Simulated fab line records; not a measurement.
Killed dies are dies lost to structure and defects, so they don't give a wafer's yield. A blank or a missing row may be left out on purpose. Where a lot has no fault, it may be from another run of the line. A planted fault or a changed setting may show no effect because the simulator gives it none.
fab line records | flow nandHarc
[record] lots = 5 | wafers = 15 | lastDay = 34
route steps=1302 shown A_CHANNEL_HOLE_D2@577 END@1302
lots untouched by any fault: they come from a run of this same line in which no faults occurred
startH: start of the lot's first displayed wafer, in hours after the record's first day | waitH: hours from the lot's prior step to this one | " repeats the value in the row above | L1.1+2: a row that stands for several wafers | - either no value or no given start | * or withheld: withheld | < > ~ a bound
route shown NAME@n: names a module that has steps shown in the file, with the first one's number in the route | usual: average and standard deviation across the fault-free wafers | same: alike in all rows | chamber/n: place in a boat | sites: readings site by site | _std_site: how widely they spread, as a standard deviation | _edge_site: outer sites' mean less inner sites' | radiusMm: how far each site lies from the wafer's centre | mask NAME#n: copy n | behind: tool/chamber where the wafer was last shaped | hold: what put the lot on hold/how long, in hours/how the hold closed | device: the n, p or np transistor that did not switch | end of line: tests of these same wafers at the route's end | a step given without rows: its recipe and nothing more | killed: the dies lost at the first sort to structure and to defects; this is not the yield of the wafer | map: per-die view of a wafer (x killed, . not killed, _ where there is no die)
set.NAME: setting as actually run; set.NAME@STEP: the setting as run at that earlier step | model.NAME: the simulator's own value behind a step, which no gauge read
certain route steps with their lots: each step a table, each wafer a row
services: from which hour (startH, from the record's first day; less than 0 if before it) a tool's chamber was out of use, for how many hours, and why
[[steps]]
[step NHARC_A_CHANNEL_HOLE_D2_SOFTBAKE_05]
[recipe] tempC = 105 | timeS = 55
[step NHARC_A_CHANNEL_HOLE_D2_EBR_06]
[step NHARC_A_CHANNEL_HOLE_D2_EXPOSE_07]
[recipe] na = 1.35 | targetCdNm = 100 | sigmaOuter = 0.3 | doseMj = 59.65 | maskId = HOLE_D2
[step NHARC_A_CHANNEL_HOLE_D2_PEB_08]
[recipe] pebTempC = 100 | pebTimeS = 65
[step NHARC_A_CHANNEL_HOLE_D2_DEVELOP_09]
[recipe] developTimeS = 35 | devTempC = 23
[step NHARC_A_CHANNEL_HOLE_D2_CD_MEAS_10]
[recipe] targetCdNm = 100 | landingEnergyEv = 500
[usual] cdNm = 99.6/0.63
lot.wafer | tool     | chamber | startH | waitH | cdNm
L824.1    | cdSem-03 | 0       | 290.16 | -     | 99.4
L824.3    | "        | 0       | "      | "     | 99.3
L824.6    | "        | 0       | "      | "     | 99.6
L837.1    | cdSem-03 | 0       | 415.01 | -     | 99.8
L837.2    | "        | 0       | "      | "     | 100.2
L837.4    | "        | 0       | "      | "     | 99.9
L839.1    | cdSem-01 | 0       | 453.20 | -     | 98.7
L839.4    | "        | 0       | "      | "     | 99.2
L839.5    | "        | 0       | "      | "     | 99.9
L844.3    | cdSem-01 | 0       | 514.57 | -     | 99.0
L844.4    | "        | 0       | "      | "     | 99.9
L844.6    | "        | 0       | "      | "     | 100.4
L846.2    | cdSem-03 | 0       | 519.85 | -     | 98.5
L846.5    | "        | 0       | "      | "     | 98.8
L846.6    | "        | 0       | "      | "     | 99.9
[step NHARC_A_CHANNEL_HOLE_D2_OVL_MEAS_11]
[usual] overlayXNm = -0.2/0.84 | overlayYNm = -0.1/0.76
lot.wafer | tool       | chamber | startH | waitH | overlayXNm | overlayYNm
L824.1    | overlay-01 | -       | 290.24 | -     | 0.3        | -0.1
L824.3    | "          | -       | "      | "     | -0.1       | -0.5
L824.6    | "          | -       | "      | "     | 0.0        | -0.1
L837.1    | overlay-01 | -       | 415.10 | -     | -0.4       | -0.7
L837.2    | "          | -       | "      | "     | -0.3       | -1.0
L837.4    | "          | -       | "      | "     | -0.1       | -0.3
L839.1    | overlay-02 | -       | 453.28 | -     | -1.2       | -0.1
L839.4    | "          | -       | "      | "     | -0.3       | 0.1
L839.5    | "          | -       | "      | "     | -1.0       | 0.3
L844.3    | overlay-01 | -       | 514.65 | -     | 0.7        | 0.4
L844.4    | "          | -       | "      | "     | 0.3        | 0.4
L844.6    | "          | -       | "      | "     | 0.6        | 0.0
L846.2    | overlay-02 | -       | 519.93 | -     | -0.3       | -0.1
L846.5    | "          | -       | "      | "     | -0.8       | -0.3
L846.6    | "          | -       | "      | "     | -0.8       | 0.4
[step NHARC_A_CHANNEL_HOLE_D2_INSPECT_12]
[usual] rawDefectCount = 34/22
lot.wafer | tool             | chamber | startH | waitH | rawDefectCount
L824.1    | defectInspect-01 | -       | 290.28 | 0.0   | 50
L824.3    | "                | -       | "      | "     | 56
L824.6    | "                | -       | "      | "     | 63
L837.1    | defectInspect-01 | -       | 415.13 | 0.0   | 55
L837.2    | "                | -       | "      | "     | 60
L837.4    | "                | -       | "      | "     | 48
L839.1    | defectInspect-02 | -       | 453.32 | 0.0   | 20
L839.4    | "                | -       | "      | "     | 18
L839.5    | "                | -       | "      | "     | 16
L844.3    | defectInspect-01 | -       | 514.69 | 0.0   | 20
L844.4    | "                | -       | "      | "     | 26
L844.6    | "                | -       | "      | "     | 18
L846.2    | defectInspect-02 | -       | 519.97 | 0.0   | 32
L846.5    | "                | -       | "      | "     | 24
L846.6    | "                | -       | "      | "     | 28
[step NHARC_A_CHANNEL_HOLE_D2_DESCUM_15]
[recipe] timeS = 3 | o2FlowSccm = 200 | arFlowSccm = 0 | biasPowerW = 0 | chemistry = O2
[usual] drypumpMotorCurrentA = 5.4/0.39 | oesProductAu = 1.000/0.011 | rfVppV = 57.9/0.83 | showerheadPlenumPTorr = 1.94/0.056 | throttleValvePct = 11.313/0.0088
lot.wafer | tool       | chamber | startH | waitH | drypumpMotorCurrentA | oesProductAu | rfHoursCounterH | rfVppV | showerheadPlenumPTorr | throttleValvePct
L824.1    | rieDiel-01 | 3       | 290.34 | 0.1   | 5.6                  | 1.009        | 3.6             | 58.2   | 1.89                  | 11.312
L824.3    | "          | 1       | "      | "     | 5.3                  | 1.014        | 3.5             | 58.8   | 1.89                  | 11.323
L824.6    | "          | 0       | "      | "     | 5.0                  | 1.019        | -               | 56.9   | 1.97                  | 11.319
L837.1    | rieDiel-12 | 2       | 415.20 | 0.1   | 4.9                  | 0.996        | 7.0             | 58.4   | 1.94                  | 11.305
L837.2    | "          | 0       | "      | "     | 5.2                  | 0.980        | 8.6             | 58.1   | 1.97                  | 11.319
L837.4    | "          | 1       | "      | "     | 6.0                  | 0.987        | 7.8             | 57.7   | 1.91                  | 11.320
L839.1    | rieDiel-01 | 0       | 453.39 | 0.1   | 5.0                  | 1.012        | 2.5             | 56.9   | 1.96                  | 11.318
L839.5    | "          | 3       | "      | "     | 5.6                  | 1.001        | -               | 55.9   | 1.89                  | 11.312
L839.4    | "          | 2       | "      | "     | 5.8                  | 0.990        | -               | 57.8   | 2.00                  | 11.310
L844.3    | rieDiel-01 | 0       | 514.75 | 0.1   | 5.0                  | 1.009        | 5.6             | 58.8   | 1.96                  | 11.311
L844.4    | "          | 3       | "      | "     | 5.6                  | 1.007        | 4.5             | 57.9   | 1.89                  | 11.319
L844.6    | "          | 1       | "      | "     | 5.3                  | 1.011        | -               | 59.8   | 1.88                  | 11.322
L846.2    | rieDiel-12 | 0       | 520.05 | 0.1   | 5.3                  | 0.986        | 2.3             | 59.2   | 1.97                  | 11.310
L846.6    | "          | 1       | "      | "     | 6.0                  | 0.982        | -               | 59.5   | 1.91                  | 11.324
L846.5    | "          | 2       | "      | "     | 4.9                  | 1.002        | -               | 58.4   | 1.94                  | 11.324
[step NHARC_A_CHANNEL_HOLE_D2_ETCH_38]
[recipe] targetDepthA = 390 | overEtchFrac = 0.3 | timeS = 65 | ionEnergyEv = 80 | cf4FlowSccm = 150 | arFlowSccm = 0 | rfW = 300 | biasW = 100 | chemistry = CF4
[usual] drypumpMotorCurrentA = 5.4/0.39 | oesProductAu = 1.000/0.011 | rfVppV = 151.6/1 | showerheadPlenumPTorr = 1.79/0.049 | throttleValvePct = 13.284/0.0095
lot.wafer | tool       | chamber | startH | waitH | drypumpMotorCurrentA | oesProductAu | rfHoursCounterH | rfVppV | showerheadPlenumPTorr | throttleValvePct
L824.3    | rieDiel-01 | 0       | 290.43 | 0.1   | 5.0                  | 1.002        | 3.4             | 151.2  | 1.81                  | 13.267
L824.1    | "          | 3       | "      | "     | 5.6                  | 1.001        | 3.6             | 150.1  | 1.75                  | 13.269
L824.6    | "          | 1       | "      | "     | 5.3                  | 1.001        | -               | 152.1  | 1.75                  | 13.291
L837.4    | rieDiel-12 | 1       | 415.28 | 0.1   | 6.0                  | 0.981        | 7.8             | 150.7  | 1.77                  | 13.282
L837.1    | "          | 2       | "      | "     | 4.9                  | 1.004        | 7.0             | 151.7  | 1.80                  | 13.286
L837.2    | "          | 0       | "      | "     | 5.3                  | 1.002        | 8.6             | 151.3  | 1.82                  | 13.264
L839.1    | rieDiel-01 | 3       | 453.50 | 0.1   | 5.6                  | 0.992        | 1.8             | 150.5  | 1.75                  | 13.280
L839.4    | "          | 0       | "      | "     | 5.0                  | 1.017        | -               | 151.0  | 1.81                  | 13.270
L839.5    | "          | 2       | "      | "     | 5.8                  | 0.994        | -               | 151.4  | 1.85                  | 13.284
L844.3    | rieDiel-01 | 3       | 514.83 | 0.1   | 5.6                  | 1.003        | 4.5             | 150.2  | 1.75                  | 13.289
L844.4    | "          | 2       | "      | "     | 5.9                  | 0.997        | 5.1             | 150.7  | 1.84                  | 13.281
L844.6    | "          | 0       | "      | "     | 5.0                  | 1.008        | -               | 151.2  | 1.81                  | 13.273
L846.2    | rieDiel-12 | 3       | 520.12 | 0.1   | 5.1                  | 1.009        | 2.8             | 152.5  | 1.81                  | 13.283
L846.5    | "          | 2       | "      | "     | 4.9                  | 1.007        | -               | 150.3  | 1.79                  | 13.286
L846.6    | "          | 3       | "      | "     | 5.1                  | 1.006        | -               | 151.9  | 1.81                  | 13.265
[step NHARC_A_CHANNEL_HOLE_D2_ETCH_39]
[recipe] targetDepthA = 2600 | overEtchFrac = 0.3 | timeS = 325 | ionEnergyEv = 200 | n2FlowSccm = 150 | h2FlowSccm = 150 | arFlowSccm = 0 | rfW = 400 | biasW = 150 | chemistry = N2/H2
[usual] drypumpMotorCurrentA = 5.4/0.39 | oesProductAu = 0.999/0.011 | rfVppV = 431.3/1.8 | showerheadPlenumPTorr = 2.07/0.059 | throttleValvePct = 14.170/0.0089
lot.wafer | tool       | chamber | startH | waitH | drypumpMotorCurrentA | oesProductAu | rfHoursCounterH | rfVppV | showerheadPlenumPTorr | throttleValvePct
L824.3    | rieDiel-01 | 1       | -      | -     | 5.3                  | 1.001        | 3.6             | 429.8  | 2.01                  | 14.175
L824.1    | "          | 0       | "      | "     | 5.0                  | 1.010        | 3.5             | 431.3  | 2.10                  | 14.162
L824.6    | "          | 2       | "      | "     | 5.8                  | 1.002        | -               | 434.3  | 2.14                  | 14.185
L837.1    | rieDiel-12 | 1       | -      | -     | 6.1                  | 0.980        | 7.8             | 430.4  | 2.04                  | 14.170
L837.4    | "          | 2       | "      | "     | 4.9                  | 1.000        | 7.0             | 430.0  | 2.07                  | 14.152
L837.2    | "          | 3       | "      | "     | 5.1                  | 1.016        | 7.9             | 432.7  | 2.10                  | 14.173
L839.1    | rieDiel-01 | 2       | -      | -     | 5.9                  | 1.000        | 2.1             | 433.7  | 2.14                  | 14.166
L839.4    | "          | 2       | "      | "     | 5.8                  | 0.980        | -               | 432.7  | 2.14                  | 14.156
L839.5    | "          | 3       | "      | "     | 5.6                  | 0.991        | -               | 429.2  | 2.02                  | 14.167
L844.4    | rieDiel-01 | 3       | -      | -     | 5.6                  | 1.017        | 4.6             | 429.9  | 2.02                  | 14.166
L844.3    | "          | 0       | "      | "     | 5.0                  | 1.009        | 5.7             | 432.8  | 2.09                  | 14.182
L844.6    | "          | 1       | "      | "     | 5.3                  | 1.005        | -               | 431.8  | 2.01                  | 14.176
L846.2    | rieDiel-12 | 0       | -      | -     | 5.3                  | 0.973        | 2.3             | 432.8  | 2.10                  | 14.187
L846.6    | "          | 2       | "      | "     | 4.9                  | 1.002        | -               | 430.3  | 2.07                  | 14.172
L846.5    | "          | 3       | "      | "     | 5.1                  | 1.011        | -               | 431.8  | 2.09                  | 14.172
[step NHARC_A_CHANNEL_HOLE_D2_ETCH_34]
[recipe] targetDepthA = 1540 | timeS = 77 | cf4FlowSccm = 100 | chf3FlowSccm = 30 | arFlowSccm = 0 | rfW = 500 | biasW = 200 | chemistry = CF4/CHF3
[usual] drypumpMotorCurrentA = 5.4/0.39 | oesProductAu = 0.955/0.021 | rfVppV = 371.2/1.6 | showerheadPlenumPTorr = 1.59/0.042 | throttleValvePct = 16.801/0.0092
lot.wafer | tool       | chamber | startH | waitH | drypumpMotorCurrentA | oesProductAu | rfHoursCounterH | rfVppV | showerheadPlenumPTorr | throttleValvePct
L824.3    | rieDiel-01 | 0       | -      | -     | 5.0                  | 0.965        | 3.5             | 372.4  | 1.61                  | 16.783
L824.1    | "          | 1       | "      | "     | 5.3                  | 0.978        | 3.7             | 368.8  | 1.55                  | 16.813
L824.6    | "          | 2       | "      | "     | 5.8                  | 0.969        | -               | 372.3  | 1.64                  | 16.816
L837.4    | rieDiel-12 | 3       | -      | -     | 5.1                  | 0.977        | 7.9             | 372.8  | 1.61                  | 16.805
L837.2    | "          | 0       | "      | "     | 5.3                  | 0.964        | 8.7             | 373.6  | 1.62                  | 16.800
L837.1    | "          | 2       | "      | "     | 4.8                  | 0.956        | 7.2             | 370.6  | 1.60                  | 16.810
L839.1    | rieDiel-01 | 3       | -      | -     | 5.6                  | 0.963        | 2.1             | 370.8  | 1.56                  | 16.802
L839.4    | "          | 2       | "      | "     | 5.8                  | 0.946        | -               | 371.5  | 1.64                  | 16.797
L839.5    | "          | 3       | "      | "     | 5.6                  | 0.966        | -               | 370.5  | 1.56                  | 16.797
L844.4    | rieDiel-01 | 2       | -      | -     | 5.9                  | 0.919        | 5.3             | 373.1  | 1.64                  | 16.786
L844.3    | "          | 0       | "      | "     | 5.0                  | 0.923        | 5.7             | 370.1  | 1.61                  | 16.801
L844.6    | "          | 2       | "      | "     | 5.8                  | 0.923        | -               | 372.7  | 1.64                  | 16.815
L846.2    | rieDiel-12 | 2       | -      | -     | 4.9                  | 0.957        | 2.9             | 370.3  | 1.60                  | 16.801
L846.5    | "          | 0       | "      | "     | 5.3                  | 0.946        | -               | 372.2  | 1.62                  | 16.796
L846.6    | "          | 1       | "      | "     | 6.0                  | 0.949        | -               | 370.9  | 1.57                  | 16.817
[step NHARC_A_CHANNEL_HOLE_D2_ETCH_16]
[recipe] targetDepthA = 31000 | overEtchFrac = 0.3 | timeS = 806 | ionEnergyEv = 150 | o2FlowSccm = 400 | cosFlowSccm = 20 | arFlowSccm = 0 | rfW = 500 | biasW = 300 | chemistry = O2/COS
[usual] drypumpMotorCurrentA = 5.4/0.38 | oesProductAu = 0.999/0.012 | rfVppV = 314.7/1.3 | showerheadPlenumPTorr = 3.16/0.082 | throttleValvePct = 28.329/0.0086
lot.wafer | tool       | chamber | startH | waitH | drypumpMotorCurrentA | oesProductAu | rfHoursCounterH | rfVppV | showerheadPlenumPTorr | throttleValvePct
L824.3    | rieDiel-01 | 0       | 290.93 | -     | 5.0                  | 1.009        | 3.6             | 315.1  | 3.20                  | 28.330
L824.1    | "          | 2       | "      | "     | 5.9                  | 0.997        | 4.0             | 314.6  | 3.26                  | 28.349
L824.6    | "          | 0       | "      | "     | 5.0                  | 1.009        | -               | 314.2  | 3.20                  | 28.326
L837.1    | rieDiel-12 | 1       | 415.78 | -     | 6.0                  | 0.975        | 8.1             | 314.0  | 3.12                  | 28.333
L837.4    | "          | 2       | "      | "     | 4.9                  | 0.883        | 7.3             | 313.5  | 3.17                  | 28.321
L837.2    | "          | 3       | "      | "     | 5.1                  | 1.011        | 8.1             | 315.4  | 3.20                  | 28.334
L839.1    | rieDiel-01 | 2       | 454.15 | -     | 5.8                  | 0.993        | 2.4             | 315.5  | 3.26                  | 28.326
L839.5    | "          | 0       | "      | "     | 5.0                  | 1.008        | -               | 314.8  | 3.20                  | 28.323
L839.4    | "          | 3       | "      | "     | 5.6                  | 1.006        | -               | 313.8  | 3.09                  | 28.344
L844.4    | rieDiel-01 | 1       | 515.27 | -     | 5.3                  | 1.015        | 5.6             | 314.5  | 3.08                  | 28.326
L844.3    | "          | 2       | "      | "     | 5.9                  | 0.991        | 5.4             | 315.7  | 3.26                  | 28.349
L844.6    | "          | 2       | "      | "     | 5.9                  | 0.998        | -               | 315.4  | 3.26                  | 28.319
L846.2    | rieDiel-12 | 1       | 520.61 | -     | 6.1                  | 0.988        | 2.9             | 314.9  | 3.12                  | 28.331
L846.6    | "          | 0       | "      | "     | 5.3                  | 0.965        | -               | 315.3  | 3.21                  | 28.331
L846.5    | "          | 1       | "      | "     | 6.1                  | 0.986        | -               | 313.4  | 3.12                  | 28.334
[step NHARC_A_CHANNEL_HOLE_D2_CD_MEAS_18]
[usual] cdNm = 98.6/2.2
lot.wafer | tool     | chamber | startH | waitH | cdNm
L824.1    | cdSem-02 | -       | 291.45 | -     | 96.6
L824.3    | "        | -       | "      | "     | 98.1
L824.6    | "        | -       | "      | "     | 98.8
L837.1    | cdSem-03 | -       | 416.30 | -     | 101.9
L837.2    | "        | -       | "      | "     | 100.3
L837.4    | "        | -       | "      | "     | 97.7
L839.1    | cdSem-03 | -       | 454.76 | -     | 98.8
L839.4    | "        | -       | "      | "     | 99.5
L839.5    | "        | -       | "      | "     | 97.0
L844.3    | cdSem-02 | -       | 515.86 | -     | 99.0
L844.4    | "        | -       | "      | "     | 100.9
L844.6    | "        | -       | "      | "     | 98.8
L846.2    | cdSem-01 | -       | 521.13 | -     | 101.9
L846.5    | "        | -       | "      | "     | 103.4
L846.6    | "        | -       | "      | "     | 97.5
[step NHARC_END_SORT_01]
[recipe] tempC = 25
[usual] killedAtArray = 52/17 | killedAtOther = 0.9/1.2 | killedAtPeriphery = 3.9/2.7 | killedDies = 57/16 | killedOpen = 3.3/1.9 | killedShort = 2.5/1.5
[same] grossDies = 677
lot.wafer | tool      | chamber | startH | waitH | killedAtArray | killedAtOther | killedAtPeriphery | killedDies | killedOpen | killedShort
L824.1    | prober-01 | 0       | 565.72 | 2.5   | 73            | 0             | 1                 | 74         | 4          | 4
L824.3    | prober-01 | 0       | 567.32 | 3.1   | 59            | 0             | 2                 | 61         | 4          | 4
L824.6    | prober-01 | 0       | 569.71 | 4.0   | 69            | 2             | 1                 | 72         | 6          | 4
L837.1    | prober-01 | 0       | 677.50 | 2.5   | 58            | 1             | 3                 | 62         | 4          | 3
L837.2    | prober-01 | 0       | 678.31 | 2.8   | 55            | 6             | 0                 | 61         | 3          | 1
L837.4    | prober-01 | 0       | 679.94 | 3.4   | 66            | 2             | 6                 | 74         | 2          | 0
L839.1    | prober-02 | 0       | 720.82 | 2.5   | 37            | 0             | 4                 | 41         | 1          | 2
L839.4    | prober-02 | 0       | 723.25 | 3.5   | 36            | 1             | 4                 | 41         | 7          | 6
L839.5    | prober-02 | 0       | 724.06 | 3.8   | 43            | 0             | 5                 | 48         | 3          | 5
L844.3    | prober-02 | 0       | 807.62 | 3.1   | 30            | 1             | 5                 | 36         | 0          | 2
L844.4    | prober-02 | 0       | 808.42 | 3.4   | 44            | 0             | 8                 | 52         | 4          | 1
L844.6    | prober-02 | 0       | 810.00 | 4.0   | 30            | 0             | 8                 | 38         | 2          | 2
L846.2    | prober-01 | 0       | 814.57 | 2.8   | 60            | 0             | 1                 | 61         | 1          | 1
L846.5    | prober-01 | 0       | 817.02 | 3.8   | 45            | 0             | 3                 | 48         | 6          | 4
L846.6    | prober-01 | 0       | 817.84 | 4.1   | 28            | 0             | 1                 | 29         | 3          | 5
// killed by level:class
L824.1 A_CHANNEL_HOLE_D1:chamberFilmFlake=31 A_SLIT:chamberFilmFlake=11 A_CHANNEL_HOLE_D2:chamberFilmFlake=8 A_CONTACT:chamberFilmFlake=8 A_STAIRCASE:chamberFilmFlake=5 A_ONON_D2:geometricParticle:short=2 A_SOURCE_PLATE:geometricParticle:short=1 A_ONON_D1:geometricParticle:open=1
L824.3 A_CHANNEL_HOLE_D1:chamberFilmFlake=33 A_SLIT:chamberFilmFlake=8 A_STAIRCASE:chamberFilmFlake=7 A_CHANNEL_FILL_D1:geometricParticle:open=2 P_STI:geometricParticle:open=1 P_STI:chamberFilmFlake=1 A_CHANNEL_HOLE_D1:geometricParticle:short=1 A_CHANNEL_FILL_D1:geometricParticle:short=1
L824.6 A_CHANNEL_HOLE_D1:chamberFilmFlake=37 A_SLIT:chamberFilmFlake=10 A_CONTACT:chamberFilmFlake=5 A_STAIRCASE:chamberFilmFlake=4 A_CHANNEL_HOLE_D2:chamberFilmFlake=3 A_ONON_D2:geometricParticle:short=2 A_SGD_CUT:geometricParticle:open=2 THIN_TSV:chamberFilmFlake=2
L837.1 A_CHANNEL_HOLE_D1:chamberFilmFlake=30 A_CHANNEL_HOLE_D2:chamberFilmFlake=16 A_SLIT:chamberFilmFlake=2 A_CONTACT:chamberFilmFlake=2 P_GATE:geometricParticle:open=1 P_M0:geometricParticle:open=1 A_ONON_D1:geometricParticle:open=1 A_DECK1_JOINT:geometricParticle:short=1
L837.2 A_CHANNEL_HOLE_D1:chamberFilmFlake=37 A_CHANNEL_HOLE_D2:chamberFilmFlake=6 THIN_TSV:chamberFilmFlake=5 A_CONTACT:chamberFilmFlake=5 A_SLIT:chamberFilmFlake=4 A_DECK1_JOINT:geometricParticle:short=1 A_CHANNEL_FILL_D2:geometricParticle:open=1 A_BLC:geometricParticle:open=1
L837.4 A_CHANNEL_HOLE_D1:chamberFilmFlake=32 A_CHANNEL_HOLE_D2:chamberFilmFlake=18 A_SLIT:chamberFilmFlake=8 A_CONTACT:chamberFilmFlake=3 P_STI:chamberFilmFlake=2 P_M1:chamberFilmFlake=2 THIN_TSV:chamberFilmFlake=2 A_M0:geometricParticle:open=1
L839.1 A_CHANNEL_HOLE_D1:chamberFilmFlake=13 A_SLIT:chamberFilmFlake=12 A_STAIRCASE:chamberFilmFlake=5 P_BONDPAD:chamberFilmFlake=3 A_CONTACT:chamberFilmFlake=3 A_CHANNEL_HOLE_D1:geometricParticle:short=1 A_WL_FILL:geometricParticle:short=1 A_WL_FILL:geometricParticle:open=1
L839.4 A_SLIT:chamberFilmFlake=15 A_CONTACT:chamberFilmFlake=5 A_WL_FILL:geometricParticle:short=2 A_BLC:geometricParticle:open=2 A_ZERO_WELL:chamberFilmFlake=2 A_STAIRCASE:chamberFilmFlake=2 P_ZERO_WELL:geometricParticle:short=1 P_M0:geometricParticle:open=1
L839.5 A_SLIT:chamberFilmFlake=28 P_BONDPAD:chamberFilmFlake=4 A_CHANNEL_HOLE_D1:chamberFilmFlake=4 P_GATE:geometricParticle:open=1 A_ONON_D1:geometricParticle:short=1 A_CHANNEL_HOLE_D1:geometricParticle:open=1 A_CHANNEL_FILL_D1:geometricParticle:short=1 A_DECK1_JOINT:geometricParticle:short=1
L844.3 A_CHANNEL_HOLE_D2:chamberFilmFlake=11 A_SLIT:chamberFilmFlake=9 A_CHANNEL_HOLE_D1:chamberFilmFlake=5 P_CONTACT:chamberFilmFlake=3 A_DECK1_JOINT:geometricParticle:short=1 A_M0:geometricParticle:short=1 P_ZERO_WELL:chamberFilmFlake=1 P_GATE:chamberFilmFlake=1
L844.4 A_CHANNEL_HOLE_D2:chamberFilmFlake=19 A_CHANNEL_HOLE_D1:chamberFilmFlake=9 A_SLIT:chamberFilmFlake=8 P_CONTACT:chamberFilmFlake=6 A_CONTACT:geometricParticle:open=2 A_CONTACT:chamberFilmFlake=2 P_M0:geometricParticle:open=1 A_CHANNEL_FILL_D2:geometricParticle:open=1
L844.6 A_CHANNEL_HOLE_D2:chamberFilmFlake=12 A_SLIT:chamberFilmFlake=7 P_CONTACT:chamberFilmFlake=5 A_CONTACT:chamberFilmFlake=2 A_SGD_CUT:chamberFilmFlake=2 A_WL_FILL:chamberFilmFlake=2 P_CONTACT:geometricParticle:open=1 A_CHANNEL_HOLE_D1:geometricParticle:short=1
L846.2 A_SLIT:chamberFilmFlake=30 A_CONTACT:chamberFilmFlake=11 A_CHANNEL_HOLE_D2:chamberFilmFlake=10 A_CHANNEL_HOLE_D1:chamberFilmFlake=6 A_CHANNEL_FILL_D1:geometricParticle:short=1 A_CHANNEL_FILL_D1:geometricParticle:open=1 P_GATE:chamberFilmFlake=1 A_STAIRCASE:chamberFilmFlake=1
L846.5 A_SLIT:chamberFilmFlake=15 A_CHANNEL_HOLE_D2:chamberFilmFlake=11 A_CHANNEL_HOLE_D1:chamberFilmFlake=4 A_CONTACT:chamberFilmFlake=4 P_M0:geometricParticle:open=2 A_CHANNEL_FILL_D2:geometricParticle:open=2 A_STAIRCASE:chamberFilmFlake=2 A_WL_FILL:chamberFilmFlake=2
L846.6 A_CHANNEL_HOLE_D1:chamberFilmFlake=5 A_CHANNEL_HOLE_D2:chamberFilmFlake=5 A_SLIT:chamberFilmFlake=4 A_CONTACT:chamberFilmFlake=4 A_M0:geometricParticle:short=2 P_CONTACT:geometricParticle:short=1 A_CHANNEL_FILL_D1:geometricParticle:short=1 A_SGD_CUT:geometricParticle:open=1
[[services]]
tool       | chamber | startH | hours | kind
rieDiel-12 | -       | 268.40 | 9.0   | pm
rieDiel-01 | 0       | 286.36 | -     | clean
rieDiel-01 | 1       | 286.36 | -     | clean
rieDiel-01 | 2       | 286.36 | -     | clean
rieDiel-01 | 3       | 286.36 | -     | clean
rieDiel-01 | 0       | 310.86 | -     | clean
rieDiel-01 | 1       | 310.86 | -     | clean
rieDiel-01 | 2       | 310.86 | -     | clean
rieDiel-01 | 3       | 310.86 | -     | clean
rieDiel-12 | 2       | 331.56 | 6.1   | repair
rieDiel-01 | 0       | 335.36 | -     | clean
rieDiel-01 | 1       | 335.36 | -     | clean
rieDiel-01 | 2       | 335.36 | -     | clean
rieDiel-01 | 3       | 335.36 | -     | clean
rieDiel-01 | 0       | 359.94 | -     | clean
rieDiel-01 | 3       | 369.34 | 6.2   | repair
rieDiel-01 | 2       | 373.44 | 12.8  | repair
rieDiel-01 | -       | 380.81 | 9.0   | pm
rieDiel-12 | 1       | 403.12 | 3.2   | repair
rieDiel-12 | -       | 445.40 | 9.0   | pm
rieDiel-01 | 1       | 452.82 | 4.4   | repair
rieDiel-12 | 0       | 462.54 | 1.9   | repair
rieDiel-01 | 2       | 483.53 | 3.5   | repair
rieDiel-12 | 3       | 507.01 | 6.8   | repair
[[key]]
[firstSign] step = NHARC_A_CHANNEL_HOLE_D2_ETCH_16 | reading = oesProductAu | direction = down | sigmas = 9.5 | usual = 0.999 | struck = 0.883
effect none on later readings
metAt NHARC_A_CHANNEL_HOLE_D2_ETCH_16
struckWafers L837.4
testerLeftOut L837
[fault] kind = processParameterDrift | tool = rieDiel-12 | chamber = 2 | onsetH = 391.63 | steps = NHARC_A_CHANNEL_HOLE_D2_ETCH_16 | channel = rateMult | offset = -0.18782 | shape = step | endH = 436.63
// testerLeftOut: of these lots the tester's yield and bins aren't shown, on N5 and GAA mostly nor the transistor test; their killed dies are dies lost to structure and defects alone, not to doping, threshold or leakage, so they don't give the yield
